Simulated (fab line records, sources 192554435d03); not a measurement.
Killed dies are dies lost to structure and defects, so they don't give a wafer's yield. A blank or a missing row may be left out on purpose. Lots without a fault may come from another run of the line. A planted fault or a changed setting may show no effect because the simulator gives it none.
Split-lot experiment | flow n5_finfet | 7 lots, 21 wafers read, on a route of 1938 steps

THE SPLIT
At N5_BEOL_M14_TRENCH_ETCH_34 (etches SiO2 in C4F8/O2/Ar, target depth 556.65 nm, time 126.9 s), the setting bias_w was moved away from the recipe's 2040 W on 6 of the 21 wafers read, by -13.2% to +14.7%. The other wafers ran this setting at the recipe's value.

FROM THE SPLIT TO THE READING: what the file shows between them, 10 steps
- N5_BEOL_M14_STRIP_70: strips in C4F8/O2/Ar
- N5_BEOL_M14_OCD_MEAS_35
- N5_BEOL_M14_STRIP_37: strips in O2
- N5_BEOL_M14_ETCH_38: etches SiCN in CF4/N2, target depth 106.5 nm, time 120.6 s
- N5_BEOL_M14_ECD_47: material Cu, target thk 1248 nm
- N5_BEOL_M14_ANNEAL_48: time 90 s
- N5_BEOL_M14_CMP_49: polishes, stops on SiO2, t overpolish 5.2 s, target thk 560 nm
- N5_BEOL_M14_THK_MEAS_50: measures by xrf
- N5_BEOL_M14_PRE_CLEAN_52: time 15 s
- N5_BEOL_M14_DEP_53: deposits SiCN from 3MS/NH3, target thk 50 nm, time 17.8 s

THE READING
M14_RS, in ohm/sq, at N5_BEOL_M14_RS_MEAS_54 (measures by four-point-probe). Fault-free wafers of this fab line usually give 0.0329 ohm/sq, standard deviation 0.00039 ohm/sq.

wafer  | tool, chamber at the split | bias_w as run, W | against the recipe | M14_RS, ohm/sq | against lot-mates on the recipe
L079.1 | rie_diel-02, 3             | 2040             | recipe             | 0.0329         | -
L079.4 | rie_diel-02, 2             | 2040             | recipe             | 0.0329         | -
L079.6 | rie_diel-02, 0             | 2040             | recipe             | 0.0329         | -
L080.2 | rie_diel-01, 3             | 2040             | recipe             | 0.0329         | -
L080.3 | rie_diel-01, 0             | 1771             | -13.2%             | 0.0341         | +0.0012
L080.6 | rie_diel-01, 0             | 1771             | -13.2%             | 0.0340         | +0.0011
L083.2 | rie_diel-01, 3             | 2040             | recipe             | 0.0332         | -
L083.3 | rie_diel-01, 1             | 2211             | +8.4%              | 0.0323         | -0.0010
L083.4 | rie_diel-01, 2             | 2040             | recipe             | 0.0334         | -
L086.4 | rie_diel-02, 2             | 2040             | recipe             | 0.0325         | -
L086.5 | rie_diel-02, 3             | 2040             | recipe             | 0.0329         | -
L086.6 | rie_diel-02, 0             | 2040             | recipe             | 0.0330         | -
L088.1 | rie_diel-02, 1             | 2040             | recipe             | 0.0335         | -
L088.4 | rie_diel-02, 1             | 2040             | recipe             | 0.0334         | -
L088.6 | rie_diel-02, 2             | 2040             | recipe             | 0.0328         | -
L089.4 | rie_diel-02, 2             | 2339             | +14.7%             | 0.0316         | -0.0018
L089.5 | rie_diel-02, 1             | 2040             | recipe             | 0.0334         | -
L089.6 | rie_diel-02, 0             | 2339             | +14.7%             | 0.0317         | -0.0017
L094.2 | rie_diel-01, 3             | 2040             | recipe             | 0.0332         | -
L094.3 | rie_diel-01, 2             | 2040             | recipe             | 0.0333         | -
L094.6 | rie_diel-01, 3             | 1790             | -12.3%             | 0.0346         | +0.0013

THE FIT
A straight line over all 21 wafers: M14_RS changes by -9.29e-05 ohm/sq for each +1% of bias_w; r = -0.93; the points scatter about the line by 0.00027 ohm/sq.
The same after taking each lot's own level away (the mean of its wafers on the recipe; 21 wafers): -0.000107 ohm/sq for each +1%; r = -0.97; scatter 0.00018 ohm/sq.
On that fit, the largest move of bias_w shifts the reading by 0.0016 ohm/sq.
The lots' own levels span 0.03280 to 0.03340 ohm/sq, that is 1.5 times the standard deviation above.
So the lot-to-lot level changes the slope: the two fits differ.
Check: with one of the wafers moved furthest among these (+14.7%) left out of the fit, the line predicts -0.00154 ohm/sq for it against its lot-mates. It came out at -0.0018 ohm/sq against them.
Tool readings at the split's step, against how far the setting was moved: rf_vpp_V r = +0.99.

THE WHOLE CHAIN: every reading that the file lists as answering this split, in the file's order
step                       | what it does                                                    | reading                                                                       | change (the file's fit)               | r (the file's)
N5_BEOL_M14_TRENCH_ETCH_34 | etches SiO2 in C4F8/O2/Ar, target depth 556.65 nm, time 126.9 s | rf_vpp_V                                                                      | +16.3 V for each +1% of the setting   | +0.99
N5_BEOL_M14_TRENCH_ETCH_34 | etches SiO2 in C4F8/O2/Ar, target depth 556.65 nm, time 126.9 s | etch.depth_nm (the simulator's own value, which no gauge read)                | +1.76 nm for each +1% of the setting  | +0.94
N5_BEOL_M14_OCD_MEAS_35    |                                                                 | trench_depth_nm                                                               | +1.77 nm for each +1% of the setting  | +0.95
N5_BEOL_M14_CMP_49         | polishes, stops on SiO2, t overpolish 5.2 s, target thk 560 nm  | Cu_of_BEOL_M14_ECD_47.thk_nm (the simulator's own value, which no gauge read) | +1.74 nm for each +1% of the setting  | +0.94
N5_BEOL_M14_THK_MEAS_50    | measures by xrf                                                 | M14_THK                                                                       | +1.69 for each +1% of the setting     | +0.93
N5_BEOL_M14_RS_MEAS_54     | measures by four-point-probe                                    | M14_RS                                                                        | -0.000107 for each +1% of the setting | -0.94

THE FILE'S OWN FIT
M14_RS changes by -0.000107 ohm/sq for each +1% of bias_w, r = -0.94.
